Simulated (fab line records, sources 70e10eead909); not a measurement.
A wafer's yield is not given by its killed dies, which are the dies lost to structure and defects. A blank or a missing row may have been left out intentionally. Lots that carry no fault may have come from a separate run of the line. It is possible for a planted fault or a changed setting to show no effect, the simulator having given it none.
A struck lot beside a sound one / flow nand harc / 40 steps out of a route of 1302
Sound: wafers L211.2, L211.4, L211.5. Wafers L206.1, L206.4, L206.6 were the ones struck. At the end, the cause is stated.
Each step with rows lists, per side, the tool, then ch with its chambers, then its first start. Under that, the readings that differ: sound wafers / struck wafers / difference of the means / sigmas: that difference in standard deviations of wafers without a fault.
alike: readings whose means differ by less than 2 such deviations, and words and numbers that are the same on both sides. not compared: withheld readings, readings that some wafer has no value for, bounds like >300 that may hide the same value, and numbers for which the record gives no deviation and whose values overlap.
A row with sigmas, a row that says differs or no value, or rows on one side alone: a step with any of these is where the two part. Numbers that have no deviation but don't overlap get no sigmas and don't part them. Lack of a reading on every wafer of one side parts them only where that side has two or more wafers.

first, 1 step without rows for these wafers: NHARC_P_CONTACT_ETCH_35 (etches the open film in CF4, target depth 39 nm, time 65 s).
NHARC_P_CONTACT_ETCH_36: etches the open film in N2/H2, target depth 260 nm, time 406.25 s.
  sound: rie diel-03 ch 1,2,3; struck: rie diel-13 ch 0,1,3
  alike: drypump motor current A, n2 flow sccm, oes product au, rf vpp V, showerhead plenum p Torr, throttle valve pct
  not compared: rf hours counter h
then, 3 steps without rows for these wafers: NHARC_P_CONTACT_ETCH_18 (etches the open film in C4F8/O2/Ar, target depth 481 nm, time 240.5 s); NHARC_P_CONTACT_STRIP_37 (strips in C4F8/O2/Ar); NHARC_P_CONTACT_ETCH_31 (etches the open film in CH3F/O2, target depth 30 nm, time 85.7 s).
NHARC_P_CONTACT_CD_MEAS_19:
  sound: cd sem-03 at day 12 08:54; struck: cd sem-01 at day 10 13:10
reading=cd nm (nm); sound=91.6 91.3 93.0; struck=89.7 88.5 86.4; difference=-3.8; sigmas=-2
NHARC_P_CONTACT_STRIP_28: strips in O2.
  sound on rie diel-13 ch 0,1,2, day 12 08:58; struck on rie diel-03 ch 2,3, day 10 13:15
  alike: drypump motor current A, oes product au, rf vpp V, showerhead plenum p Torr, throttle valve pct
  not compared: rf hours counter h
then, 1 step without rows for these wafers: NHARC_P_CONTACT_STRIP_29 (strips in post etch residue remover, time 1200 s).
NHARC_P_CONTACT_DEGAS_38: time 60 s.
  sound: pvd sputter-03 at day 12 09:37; struck: pvd sputter-02 at day 10 13:52
  alike: heater power w
then, 3 steps without rows for these wafers: NHARC_P_CONTACT_PRE_CLEAN_39 (time 19.5 s); NHARC_P_CONTACT_PVD_32 (deposits Ti, target thk 5 nm, time 17.7 s); NHARC_P_CONTACT_ALD_22 (deposits TiN, target thk 3 nm, pulse time 1 s, ald cycles 150).
NHARC_P_CONTACT_CVD_23: deposits W, target thk 200 nm, time 557 s.
  sound on cvd w-01 ch 0,1, day 12 10:04; struck on cvd w-02 ch 0,1, day 10 14:19
  alike: heater power w, mfc wf6 sccm, throttle valve pct
then, 12 steps without rows for these wafers: NHARC_P_CONTACT_CMP_24 (polishes, t overpolish 30 s, target thk 200 nm); NHARC_P_CONTACT_SRD_26; NHARC_P_M0_DEP_00 (deposits SiOC, target thk 150 nm); NHARC_P_M0_DEHYDRATE_01 (time 120 s); NHARC_P_M0_HMDS_02 (time 30 s); NHARC_P_M0_COAT_33 (time 65 s); NHARC_P_M0_COAT_03 (resist thk 90 nm); NHARC_P_M0_SOFTBAKE_04 (time 55 s); NHARC_P_M0_EBR_05; NHARC_P_M0_EXPOSE_06 (exposes mask P M0, target cd 90 nm); NHARC_P_M0_PEB_07 (peb time 65 s); NHARC_P_M0_DEVELOP_08 (develop time 35 s).
NHARC_P_M0_CD_MEAS_09: the cd target is 90 nm.
  sound on cd sem-01 ch 0, day 12 12:01; struck on cd sem-03 ch 0, day 10 16:17
  alike: cd nm
NHARC_P_M0_OVL_MEAS_10: pitch 180 nm.
  sound: overlay-02 at day 12 12:07; struck: overlay-02 at day 10 16:23
  alike: overlay x nm, overlay y nm
then, 3 steps without rows for these wafers: NHARC_P_M0_DESCUM_14 (chemistry O2, time 3 s); NHARC_P_M0_ETCH_34 (etches the open film in N2/H2, target depth 40 nm, overetch 12 nm, time 43.94 s); NHARC_P_M0_ETCH_15 (etches the open film in C4F8/Ar, target depth 150 nm, overetch 15 nm, time 82.5 s).
NHARC_P_M0_CD_MEAS_16:
  sound: cd sem-02 at day 12 12:31; struck: cd sem-01 at day 10 16:47
  alike: cd nm
NHARC_P_M0_STRIP_18: strips in N2/H2.
  sound on rie diel-05 ch 0,1, day 12 12:35; struck on rie diel-12 ch 0,2,3, day 10 16:51
reading=showerhead plenum p Torr (Torr); sound=2.18 2.17 2.17; struck=1.97 1.88 1.90; difference=-0.26; sigmas=-2
  alike: drypump motor current A, n2 flow sccm, oes product au, rf vpp V, throttle valve pct
  not compared: rf hours counter h
then, 6 steps without rows for these wafers: NHARC_P_M0_STRIP_19 (strips in post etch residue remover, time 600 s); NHARC_P_M0_DEGAS_28 (time 60 s); NHARC_P_M0_PRE_CLEAN_29 (time 30 s); NHARC_P_M0_PVD_20 (deposits TaN, target thk 5 nm, time 8.06 s); NHARC_P_M0_PVD_21 (deposits Cu, target thk 30 nm, time 20.49 s); NHARC_P_M0_ECD_22 (material Cu, target thk 400 nm).
NHARC_P_M0_ANNEAL_30: time 90 s.
  sound on rtp anneal-01 ch 0, day 12 13:56; struck on rtp anneal-01 ch 0, day 10 18:08
  alike: wafer_temp_C_max
-- break in the record here, with 19 days between the starts of the struck wafers on either side (left off in module P_M0, picked up again in module END, where the first step shown is number 1302 on the route) --
NHARC_END_SORT_01:
  sound on prober-02 ch 0, day 30 10:07; struck on prober-02 ch 0, day 29 10:58
reading=killed at periphery; sound=5 3; struck=92 83 78; difference=+80; sigmas=+29
reading=killed dies; sound=85 78; struck=130 129 119; difference=+44; sigmas=+2
  alike: killed at array, killed at other, killed open, killed short

WHERE THEY PART
First at NHARC_P_CONTACT_CD_MEAS_19; last, within this record, at NHARC_END_SORT_01.

WHY: what the simulator had put in
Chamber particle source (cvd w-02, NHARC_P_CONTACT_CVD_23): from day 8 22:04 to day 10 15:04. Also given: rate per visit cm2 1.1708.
